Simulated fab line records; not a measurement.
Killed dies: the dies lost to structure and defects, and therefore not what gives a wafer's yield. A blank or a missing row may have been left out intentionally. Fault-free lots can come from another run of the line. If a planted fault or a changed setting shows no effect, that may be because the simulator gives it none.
Which tool is to blame? + flow nandHarc + 36 wafers from 12 lots sampled at 5 of the route's 1302 steps

WHAT THE GAUGES READ, wafer by wafer
NHARC_A_SLIT_OVL_MEAS_10. Usual: overlayXNm 0.1 nm, standard deviation 0.83; overlayYNm -0.2 nm, standard deviation 0.7.
| lot  | measured     | on         | overlayXNm (nm) | overlayYNm (nm) | flag |
|------|--------------|------------|-----------------|-----------------|------|
| L147 | day 20 06:01 | overlay-02 | 0.0 0.1 0.9     | -1.0 -1.0 -1.0  |      |
| L150 | day 21 02:41 | overlay-01 | 1.0 0.7 1.2     | 0.2 0.8 0.2     |      |
| L151 | day 21 01:53 | overlay-02 | 1.1 1.2 1.0     | -0.6 -0.7 -0.8  |      |
| L154 | day 22 12:34 | overlay-02 | 0.9 0.8 1.2     | 0.2 0.1 -0.5    |      |
| L158 | day 24 09:41 | overlay-01 | 11.5 11.4 11.7  | -0.1 -0.8 -0.9  | OFF  |
| L159 | day 24 18:21 | overlay-02 | 12.8 12.4 12.0  | 1.4 1.0 1.0     | OFF  |
| L163 | day 26 22:11 | overlay-02 | 1.4 1.4 1.4     | -1.0 -0.9 -1.3  |      |
| L164 | day 27 06:15 | overlay-02 | -0.2 -0.6 -0.7  | -1.1 -0.7 -0.3  |      |
| L166 | day 27 15:34 | overlay-02 | 0.5 1.5 0.5     | 0.0 -0.4 -0.1   |      |
| L165 | day 27 18:08 | overlay-01 | 0.0 -0.2 -0.8   | 0.4 0.1 0.0     |      |
| L168 | day 28 12:26 | overlay-01 | -0.8 -0.6 -0.7  | -0.4 -0.4 0.1   |      |
| L169 | day 28 18:28 | overlay-02 | 0.7 0.3 -0.1    | 0.5 1.1 1.2     |      |

NHARC_A_SLIT_INSPECT_11. Usual: 54 for rawDefectCount, sd 35.
| lot  | measured     | on               | rawDefectCount | flag |
|------|--------------|------------------|----------------|------|
| L147 | day 20 06:04 | defectInspect-01 | 19 23 17       |      |
| L150 | day 21 02:43 | defectInspect-01 | 115 108 111    |      |
| L151 | day 21 01:55 | defectInspect-01 | 28 17 22       |      |
| L154 | day 22 12:36 | defectInspect-01 | 33 25 25       |      |
| L158 | day 24 09:44 | defectInspect-01 | 98 77 103      |      |
| L159 | day 24 18:23 | defectInspect-01 | 89 99 83       |      |
| L163 | day 26 22:13 | defectInspect-01 | 51 59 68       |      |
| L164 | day 27 06:17 | defectInspect-01 | 19 33 24       |      |
| L166 | day 27 15:37 | defectInspect-02 | 87 99 98       |      |
| L165 | day 27 18:11 | defectInspect-01 | 109 118 87     |      |
| L168 | day 28 12:28 | defectInspect-02 | 18 14 12       |      |
| L169 | day 28 18:30 | defectInspect-01 | 51 49 56       |      |

WHICH TOOL RAN EACH LOT (tool, then ch and the chambers of the sampled wafers, then the start)
| lot  | NHARC_A_SGD_CUT_ETCH_58           | NHARC_A_SLIT_DEP_00          | NHARC_A_SLIT_EXPOSE_06            |
|------|-----------------------------------|------------------------------|-----------------------------------|
| L147 | rieDiel-03 ch 0,2,3, day 19 14:08 | aclDep-03 ch 0, day 20 01:32 | arfiScanner-02 ch 0, day 20 05:47 |
| L150 | rieDiel-12 ch 0,1,2, day 20 10:45 | aclDep-01 ch 0, day 21 00:07 | arfiScanner-03 ch 0, day 21 02:28 |
| L151 | rieDiel-06 ch 0,2, day 20 10:56   | aclDep-03 ch 0, day 20 22:37 | arfiScanner-03 ch 0, day 21 01:40 |
| L154 | rieDiel-03 ch 1,2,3, day 21 22:07 | aclDep-02 ch 0, day 22 08:47 | arfiScanner-02 ch 0, day 22 12:20 |
| L158 | rieDiel-12 ch 1,2, day 23 20:40   | aclDep-03 ch 0, day 24 06:22 | arfiScanner-03 ch 0, day 24 09:28 |
| L159 | rieDiel-03 ch 0,1,3, day 24 04:25 | aclDep-02 ch 0, day 24 15:47 | arfiScanner-03 ch 0, day 24 18:08 |
| L163 | rieDiel-12 ch 0,1,2, day 26 09:21 | aclDep-03 ch 0, day 26 17:40 | arfiScanner-01 ch 0, day 26 21:58 |
| L164 | rieDiel-06 ch 1,2,3, day 26 17:14 | aclDep-02 ch 0, day 27 02:23 | arfiScanner-01 ch 0, day 27 06:02 |
| L166 | rieDiel-06 ch 0,1, day 27 04:30   | aclDep-02 ch 0, day 27 11:07 | arfiScanner-01 ch 0, day 27 15:20 |
| L165 | rieDiel-06 ch 1,2,3, day 27 05:10 | aclDep-01 ch 0, day 27 13:41 | arfiScanner-02 ch 0, day 27 17:55 |
| L168 | rieDiel-06 ch 1,2,3, day 28 00:23 | aclDep-03 ch 0, day 28 08:41 | arfiScanner-02 ch 0, day 28 12:12 |
| L169 | rieDiel-12 ch 2,3, day 28 05:39   | aclDep-02 ch 0, day 28 15:48 | arfiScanner-02 ch 0, day 28 18:15 |
- NHARC_A_SGD_CUT_ETCH_58: etches the open film in CF4, target depth 39 nm, time 65 s.
- NHARC_A_SLIT_DEP_00: deposits aC, target thk 6200 nm.
- NHARC_A_SLIT_EXPOSE_06: exposes mask SLIT.

AS READ BY THE TOOLS THEMSELVES (means over the sampled wafers that have a number; for cases with no such wafer, the mark the record gives instead)
NHARC_A_SGD_CUT_ETCH_58. Usual: biasW 99.99 W, standard deviation 0.29; drypumpMotorCurrentA 5.4 A, standard deviation 0.46; oesProductAu 1.002 a.u., standard deviation 0.0086; rfVppV 151.5 V, standard deviation 1.2; showerheadPlenumPTorr 1.78 Torr, standard deviation 0.068; throttleValvePct 13.283 %, standard deviation 0.0095.
| lot  | tool       | biasW (W) | drypumpMotorCurrentA (A) | oesProductAu (a.u.) | rfVppV (V) | showerheadPlenumPTorr (Torr) | throttleValvePct (%) | flag |
|------|------------|-----------|--------------------------|---------------------|------------|------------------------------|----------------------|------|
| L147 | rieDiel-03 | 99.72     | 5.6                      | 1.000               | 151.3      | 1.79                         | 13.284               |      |
| L150 | rieDiel-12 | 100.01    | 5.5                      | 1.006               | 151.3      | 1.78                         | 13.287               |      |
| L151 | rieDiel-06 | 100.20    | 5.3                      | 1.001               | 150.9      | 1.76                         | 13.286               |      |
| L154 | rieDiel-03 | 99.77     | 5.5                      | 1.006               | 150.9      | 1.78                         | 13.284               |      |
| L158 | rieDiel-12 | 100.06    | 5.5                      | 0.997               | 151.1      | 1.74                         | 13.278               |      |
| L159 | rieDiel-03 | 99.64     | 5.1                      | 0.995               | 152.2      | 1.74                         | 13.277               |      |
| L163 | rieDiel-12 | 99.92     | 5.5                      | 1.010               | 152.6      | 1.78                         | 13.288               |      |
| L164 | rieDiel-06 | 99.66     | 5.5                      | 1.002               | 152.4      | 1.79                         | 13.282               |      |
| L166 | rieDiel-06 | 100.15    | 5.6                      | 0.998               | 151.9      | 1.86                         | 13.270               |      |
| L165 | rieDiel-06 | 99.84     | 5.5                      | 1.004               | 151.9      | 1.79                         | 13.277               |      |
| L168 | rieDiel-06 | 100.01    | 5.5                      | 0.992               | 152.5      | 1.79                         | 13.284               |      |
| L169 | rieDiel-12 | 99.77     | 5.3                      | 1.012               | 150.2      | 1.74                         | 13.287               |      |

NHARC_A_SLIT_DEP_00. Usual: 35.000 % for throttleValvePct, sd 0.0091.
| lot  | tool      | throttleValvePct (%) | flag |
|------|-----------|----------------------|------|
| L147 | aclDep-03 | 34.998               |      |
| L150 | aclDep-01 | 34.997               |      |
| L151 | aclDep-03 | 34.996               |      |
| L154 | aclDep-02 | 34.996               |      |
| L158 | aclDep-03 | 34.999               |      |
| L159 | aclDep-02 | 35.000               |      |
| L163 | aclDep-03 | 35.004               |      |
| L164 | aclDep-02 | 34.997               |      |
| L166 | aclDep-02 | 34.997               |      |
| L165 | aclDep-01 | 35.002               |      |
| L168 | aclDep-03 | 35.003               |      |
| L169 | aclDep-02 | 34.992               |      |

THE ANSWER, worked out from the rows above alone
Rule: a lot counts as off when the mean over its wafers that have a number is more than 3 standard deviations away from the usual mean. Also off: a lot with no number at a reading for which 4 or more lots have one. Any other lot the step has rows for is counted as sound. First the gauges in route order, then the tools' own readings, where a lot's mean is used as printed above. The first step at which some lot is off is used, and at that step the reading that is off furthest; a lot without a number counts as furthest.
Off at NHARC_A_SLIT_OVL_MEAS_10 (overlayXNm): L158, L159.
A tool fits if, at a process step before that reading, it ran every lot that is off, and no sound lot after the first of them. Those tools and the gauges at NHARC_A_SLIT_OVL_MEAS_10 are tried in the same way. One fits: arfiScanner-03 at NHARC_A_SLIT_EXPOSE_06. Its last sound lot is L150 (day 21 02:28), its first lot that is off L158 (day 24 09:28): a fault that began between those two fits.

WHAT HAD BEEN PUT IN BY THE SIMULATOR
Scanner matching overlay: arfiScanner-03, from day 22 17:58 on, at NHARC_A_SLIT_EXPOSE_06. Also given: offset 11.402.
Shown lots that were struck: L158, L159. The rule above reached the same finding.
